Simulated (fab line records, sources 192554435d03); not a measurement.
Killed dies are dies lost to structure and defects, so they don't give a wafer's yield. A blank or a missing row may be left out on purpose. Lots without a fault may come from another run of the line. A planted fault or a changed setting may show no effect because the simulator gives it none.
Chamber matching | flow n5_finfet | N5_BEOL_M0_SAQP_PECVD_00 on pecvd-01: 3 sister chambers
The step deposits SiCN from 3MS/NH3, target thk 8 nm, time 14 s. 16 wafers are shown with their chamber, then 8 later ones without.

WAFERS WITH THEIR CHAMBER
wafer  | chamber | throttle_valve_pct (%) | showerhead_plenum_p_Torr (Torr)
L076.1 | 2       | 8.9                    | 3.654
L076.2 | 0       | 9.8                    | 3.660
L076.5 | 2       | 9.1                    | 3.649
L078.3 | 2       | 8.7                    | 3.652
L078.5 | 1       | 9.1                    | 3.657
L078.6 | 2       | 8.8                    | 3.656
L079.1 | 0       | 9.8                    | 3.662
L079.4 | 2       | 9.0                    | 3.650
L079.6 | 1       | 9.3                    | 3.657
L083.2 | 0       | 9.8                    | 3.662
L083.5 | 0       | 9.9                    | 3.663
L083.6 | 1       | 9.1                    | 3.659
L087.2 | 2       | 8.8                    | 3.664
L087.3 | 0       | 9.8                    | 3.658
L087.4 | 2       | 9.1                    | 3.655
L088.2 | 0       | 9.8                    | 3.657

SIGNATURES (means of the wafers above)
reading                  | chamber 0 | chamber 1 | chamber 2 | scatter within a chamber
throttle_valve_pct       | 9.817     | 9.167     | 8.914     | 0.119
showerhead_plenum_p_Torr | 3.66033   | 3.65767   | 3.65429   | 0.00374
Rule: a wafer's distance from a chamber is the root of the sum, over the readings, of the square of ((its reading less the chamber's mean) divided by the reading's scatter). The wafer belongs to the nearest chamber; if the next one is less than 2 further off, it can't be placed. The scatter: the root of (the sum of the squares of (reading less its chamber's mean) over the shown wafers, divided by (wafers less chambers)).

WAFERS WITHOUT THEIR CHAMBER
wafer  | throttle_valve_pct (%) | showerhead_plenum_p_Torr (Torr)
L088.5 | 9.9                    | 3.660
L088.6 | 9.1                    | 3.658
L095.2 | 9.9                    | 3.659
L095.3 | 8.9                    | 3.656
L095.5 | 9.2                    | 3.652
L097.2 | 9.1                    | 3.656
L097.3 | 8.9                    | 3.652
L097.6 | 9.1                    | 3.673

WHICH CHAMBER EACH WENT THROUGH
wafer  | from the rows above     | in truth
L088.5 | 0                       | 0
L088.6 | can't be placed: 1 or 2 | 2
L095.2 | 0                       | 0
L095.3 | can't be placed: 2 or 1 | 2
L095.5 | can't be placed: 1 or 2 | 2
L097.2 | can't be placed: 1 or 2 | 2
L097.3 | 2                       | 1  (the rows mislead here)
L097.6 | can't be placed: 1 or 2 | 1
Placed correctly: 2 of 8. Can't be placed from these rows: 5 (the true chamber is among the candidates in 5). Placed wrongly: 1.
